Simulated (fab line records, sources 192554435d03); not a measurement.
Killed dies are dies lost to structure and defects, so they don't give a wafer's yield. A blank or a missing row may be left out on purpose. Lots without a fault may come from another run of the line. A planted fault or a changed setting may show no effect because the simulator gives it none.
Chamber matching | flow n5_finfet | N5_FIN_SAQP_ALD_61 on ald_sin-03: 4 sister chambers
The step deposits SiO2, target thk 4 nm, pulse time 1 s, purge time 2 s. 8 wafers are shown with their chamber, then 10 later ones without.

WAFERS WITH THEIR CHAMBER
wafer  | chamber | heater_power_w (W) | precursor_pulse_height_rel
L079.3 | 1       | 521                | 1.014
L079.6 | 1       | 519                | 0.961
L084.6 | 3       | 503                | 1.036
L085.2 | 0       | 518                | 0.975
L085.4 | 3       | 497                | 0.994
L085.6 | 2       | 480                | 1.002
L089.3 | 2       | 479                | 1.006
L089.4 | 0       | 537                | 0.985

WAFERS WITHOUT THEIR CHAMBER
wafer  | heater_power_w (W) | precursor_pulse_height_rel
L089.5 | 494                | 1.001
L092.2 | 502                | 1.046
L092.5 | 499                | 1.016
L092.6 | 512                | 0.992
L093.1 | 498                | 0.994
L093.2 | 479                | 0.951
L093.3 | 501                | 0.999
L095.2 | 496                | 1.019
L095.4 | 527                | 1.007
L095.5 | 516                | 1.014

WHICH CHAMBER EACH WENT THROUGH
wafer  | from the rows above          | in truth
L089.5 | can't be placed: 3 or 2      | 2
L092.2 | 3                            | 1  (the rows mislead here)
L092.5 | 3                            | 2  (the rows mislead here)
L092.6 | can't be placed: 1 or 3 or 0 | 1
L093.1 | can't be placed: 3 or 2      | 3
L093.2 | can't be placed: 2 or 3      | 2
L093.3 | 3                            | 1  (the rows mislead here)
L095.2 | can't be placed: 3 or 2      | 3
L095.4 | can't be placed: 0 or 1      | 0
L095.5 | can't be placed: 1 or 0 or 3 | 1
Placed correctly: 0 of 10. Can't be placed from these rows: 7 (the true chamber is among the candidates in 7). Placed wrongly: 3.
How it was worked out, from the rows above alone: a wafer's distance from a chamber is the root of the sum, over the readings, of the square of ((its reading less the chamber's mean) divided by the reading's scatter). The wafer belongs to the nearest chamber; if the next one is less than 2 further off, it can't be placed. A chamber's mean is the mean of its shown wafers. The scatter: the root of (the sum of the squares of (reading less its chamber's mean) over the shown wafers, divided by (wafers less chambers)).
